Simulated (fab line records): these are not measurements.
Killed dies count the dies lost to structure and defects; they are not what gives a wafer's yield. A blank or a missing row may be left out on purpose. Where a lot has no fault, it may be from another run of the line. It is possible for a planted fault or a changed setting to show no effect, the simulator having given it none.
2 desks, one fault | flow n5-finfet | only its own numbers are on each desk; what lay behind them is given at the end
Where a reading is given only as a bound, like >300, the bound stands for it, and a mean or a difference that rests on one is marked > or <: the true number lies beyond.

TOOL OWNER'S DESK, rie-diel-06
The tool's own readings at N5_PASSIVATION_ETCH_54 (etches SiO2 in CHF3/O2, target depth 880 nm, time 440 s): means of the sampled wafers that have a number, for each lot that ran on this tool. If a lot's mean is further than 4 standard deviations from the usual mean, the lot is out of limits and carries the mark OUT (the distance appears in the brackets).
Columns: A = drypump-motor-current-A at N5_PASSIVATION_ETCH_54, usual 5.5 A; B = oes-product-au at N5_PASSIVATION_ETCH_54, usual 0.84 a.u.; C = rf-vpp-V at N5_PASSIVATION_ETCH_54, usual 521 V; D = showerhead-plenum-p-Torr at N5_PASSIVATION_ETCH_54, usual 2.39 Torr; E = throttle-valve-pct at N5_PASSIVATION_ETCH_54, usual 18.79 %
lot  | first seen here | A   | B    | C   | D    | E
L969 | day 12 16:46    | 5.0 | 0.86 | 508 | 2.40 | 18.64
L972 | day 13 03:26    | 5.0 | 0.85 | 508 | 2.40 | 18.64
L973 | day 13 12:11    | 5.3 | 0.88 | 511 | 2.39 | 18.73
L977 | day 14 16:23    | 5.2 | 0.90 | 514 | 2.40 | 18.83
L980 | day 15 15:32    | 5.3 | 0.85 | 515 | 2.35 | 18.85
L982 | day 15 19:57    | 5.2 | 0.81 | 505 | 2.44 | 18.62
L985 | day 16 10:25    | 5.5 | 0.83 | 509 | 2.41 | 18.74
L986 | day 17 03:06    | 5.5 | 0.85 | 515 | 2.35 | 18.89
This desk's verdict: no lot among the 8 shows anything out of limits.

THE DEFECT DESK
For each lot, the counts of the inspections along the route, averaged over the sampled wafers that have a number. If a lot's mean is further than 4 standard deviations from the usual mean, the lot is out of limits and carries the mark OUT (the distance appears in the brackets).
Columns: A = raw-defect-count at N5_MIM_BOT_LITHO_INSPECT_12, usual 2; B = raw-defect-count at N5_PASSIVATION_INSPECT_57, usual 1.9
lot  | first seen here | A | B
L970 | day 12 05:05    | 2 | 1.0
L969 | day 12 08:20    | 0 | 2.5
L972 | day 12 21:26    | 4 | 3.5
L973 | day 13 06:20    | 4 | 2.3
L974 | day 13 08:35    | 2 | 2.7
L975 | day 13 15:58    | 3 | 2.0
L977 | day 14 09:01    | 3 | 2.3
L979 | day 14 21:10    | 1 | 1.0
L980 | day 15 04:25    | 2 | 1.0
L982 | day 15 12:26    | 2 | 3.0
L985 | day 16 03:47    | 1 | >300 (+99 or more) OUT
L987 | day 16 08:36    | 1 | 1.5
L986 | day 16 19:41    | 2 | >300 (+99 or more) OUT
This desk finds L985, L986 out of limits, L985 being first, at day 16 13:33 (raw-defect-count at N5_PASSIVATION_INSPECT_57). In limits: L970, L969, L972, L973, L974, L975, L977, L979, L980, L982, L987.

TAKEN TOGETHER
The defect desk could have raised an alarm at day 16 13:33, on L985, L986.
Nothing out of limits was seen by the tool owner's desk.
The tool owner's desk has L985, L986 on record, within its limits.
The lots listed all ran N5_PASSIVATION_ETCH_54 on rie-diel-06.

WHAT THE SIMULATOR HAD PUT IN
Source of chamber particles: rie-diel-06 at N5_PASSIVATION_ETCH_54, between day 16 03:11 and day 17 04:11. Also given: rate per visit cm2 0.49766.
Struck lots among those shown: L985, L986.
Hours from the fault's start to each desk's first reading out of limits: the defect desk, 10.
